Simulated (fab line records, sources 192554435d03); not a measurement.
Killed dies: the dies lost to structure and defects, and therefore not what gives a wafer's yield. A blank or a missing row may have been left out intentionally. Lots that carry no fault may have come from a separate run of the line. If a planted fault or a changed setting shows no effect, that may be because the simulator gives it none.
Split-lot experiment ; flow n5Finfet ; on a route of 1938 steps: 7 lots, 21 wafers read

== THE SPLIT ITSELF ==
At N5_FIN_SAQP_FIN_ETCH_36 (etches the open film in HBr/Cl2/O2, target depth 120 nm, time 50.4 s), the setting icpW was moved away from the recipe's 800 W on 9 of the 21 wafers read, by -16.0% to +11.1%. The other wafers ran this setting at the recipe's value.

== FROM THE SPLIT TO THE READING: what the file shows between them, 3 steps ==
- N5_FIN_SAQP_PRECLEAN_38: cleans in O3/DIW, time 45 s
- N5_FIN_SAQP_PRECLEAN_45: cleans in dHF, time 10 s
- N5_FIN_SAQP_SRD_39: time 30 s

== THE READING ==
trenchDepthNm, in nm, at N5_FIN_SAQP_OCD_MEAS_76. A value of 120.3 nm with a standard deviation of 1.4 nm is what fault-free wafers of this fab line usually give.

wafer;tool, chamber at the split;icpW as run, W;against the recipe;trenchDepthNm, nm;against lot-mates on the recipe
L075.2;rieSi-04, 2;800;recipe;118.0;-
L075.3;rieSi-04, 3;800;recipe;121.9;-
L075.4;rieSi-04, 0;800;recipe;121.5;-
L081.3;rieSi-01, 2;800;recipe;120.6;-
L081.5;rieSi-01, 2;692.9;-13.4%;112.6;-7.7
L081.6;rieSi-01, 3;800;recipe;119.9;-
L083.3;rieSi-04, 0;888.5;+11.1%;128.8;+6.5
L083.5;rieSi-04, 1;888.5;+11.1%;127.1;+4.8
L083.6;rieSi-04, 0;800;recipe;122.3;-
L085.4;rieSi-01, 2;800;recipe;118.9;-
L085.5;rieSi-01, 0;800;recipe;120.4;-
L085.6;rieSi-01, 3;759;-5.1%;116.1;-3.6
L089.1;rieSi-01, 3;671.6;-16.0%;110.2;-10.2
L089.3;rieSi-01, 0;800;recipe;120.4;-
L089.6;rieSi-01, 0;671.6;-16.0%;111.7;-8.7
L094.1;rieSi-01, 1;859;+7.4%;122.2;+2.8
L094.3;rieSi-01, 2;800;recipe;119.6;-
L094.6;rieSi-01, 3;800;recipe;119.2;-
L096.1;rieSi-01, 3;734.8;-8.2%;113.4;-3.7
L096.4;rieSi-01, 1;800;recipe;117.1;-
L096.5;rieSi-01, 1;734.8;-8.2%;113.4;-3.7

FIT RESULTS
A straight line over all 21 wafers: trenchDepthNm changes by +0.613 nm for each +1% of icpW; r = +0.95; the points scatter about the line by 1.5 nm.
The same after taking each lot's own level away (the mean of its wafers on the recipe; 21 wafers): +0.542 nm for each +1%; r = +0.97; scatter 0.96 nm.
That fit puts the effect of the largest move of icpW on the reading at 8.7 nm.
Measured against the standard deviation above, the lots' own levels, which go from 117.10 to 122.30 nm, span 3.7 times it.
Thus the slope moves with the lot-to-lot level: the two fits are different.
Check: with one of the wafers moved furthest among these (-16.0%) left out of the fit, the line predicts -8.43 nm for it against its lot-mates. Against them it came out at -10.2 nm.

== THESE WAFERS: OTHER SPLITS ==
These wafers also went through other splits before the reading. Each is held against what the fit with the lots' levels taken away leaves over:
other split on the same wafers;wafers away from the commonest value;r with trenchDepthNm (lot level and that fit taken away)
N5_FIN_SAQP_COAT_10 spinRpm;7;-0.06
N5_FIN_SAQP_ETCH_64 biasW;5;+0.14

== THE WHOLE CHAIN: every reading that the file lists as answering this split, in the file's order ==
step;what it does;reading;change (the file's fit);r (the file's)
N5_FIN_SAQP_FIN_ETCH_36;etches the open film in HBr/Cl2/O2, target depth 120 nm, time 50.4 s;etch.depthNm (the simulator's own value, which no gauge read);+0.545 nm for each +1% of the setting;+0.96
N5_FIN_SAQP_FIN_ETCH_36;etches the open film in HBr/Cl2/O2, target depth 120 nm, time 50.4 s;FIN_SAQP.featureDepthNm (the simulator's own value, which no gauge read);+0.547 nm for each +1% of the setting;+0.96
N5_FIN_SAQP_OCD_MEAS_76;;trenchDepthNm;+0.547 nm for each +1% of the setting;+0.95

== THE FILE'S OWN FIT ==
trenchDepthNm changes by +0.547 nm for each +1% of icpW, r = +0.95.
